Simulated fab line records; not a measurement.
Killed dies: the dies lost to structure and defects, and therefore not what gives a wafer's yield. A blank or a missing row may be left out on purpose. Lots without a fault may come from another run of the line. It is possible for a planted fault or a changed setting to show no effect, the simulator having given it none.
Matching of chambers || flow nand_harc || NHARC_A_WL_FILL_ALD_02 on ald_metal-03: 4 sister chambers
The step deposits TiN, target thk 2 nm, pulse time 3 s, ald cycles 100. 4 wafers are shown with their chamber, then 7 later ones without.

== WAFERS WITH THEIR CHAMBER ==
{"wafer": "L817.3", "chamber": 2, "heater_power_w (W)": 970}
{"wafer": "L823.5", "chamber": 1, "heater_power_w (W)": 1107}
{"wafer": "L824.3", "chamber": 0, "heater_power_w (W)": 1189}
{"wafer": "L824.4", "chamber": 3, "heater_power_w (W)": 1152}

== WAFERS WITHOUT THEIR CHAMBER ==
{"wafer": "L824.5", "heater_power_w (W)": 1160}
{"wafer": "L829.3", "heater_power_w (W)": 1160}
{"wafer": "L829.5", "heater_power_w (W)": 1196}
{"wafer": "L829.6", "heater_power_w (W)": 1189}
{"wafer": "L828.2", "heater_power_w (W)": 1169}
{"wafer": "L828.4", "heater_power_w (W)": 977}
{"wafer": "L828.5", "heater_power_w (W)": 1169}

== WHICH CHAMBER EACH WENT THROUGH ==
{"wafer": "L824.5", "from the rows above": "can't be placed: 3 or 0", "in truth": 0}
{"wafer": "L829.3", "from the rows above": "can't be placed: 3 or 0", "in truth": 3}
{"wafer": "L829.5", "from the rows above": 0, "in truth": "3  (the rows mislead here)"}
{"wafer": "L829.6", "from the rows above": 0, "in truth": 0}
{"wafer": "L828.2", "from the rows above": "can't be placed: 3 or 0", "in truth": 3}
{"wafer": "L828.4", "from the rows above": 2, "in truth": 2}
{"wafer": "L828.5", "from the rows above": "can't be placed: 3 or 0", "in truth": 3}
Correct placement for 2 of the 7. These rows do not allow placing 4 (true chamber among the candidates in 4). Wrongly placed: 1.
How it was worked out, from the rows above alone: a wafer's distance from a chamber is the root of the sum, over the readings, of the square of ((its reading less the chamber's mean) divided by the reading's scatter). The wafer belongs to the nearest chamber; if the next one is less than 2 further off, it can't be placed. Each chamber's mean is taken over the wafers shown for it. The scatter (one wafer shown for each chamber): square how far every hidden wafer sits from the nearest shown wafer, average those squares and take the square root.
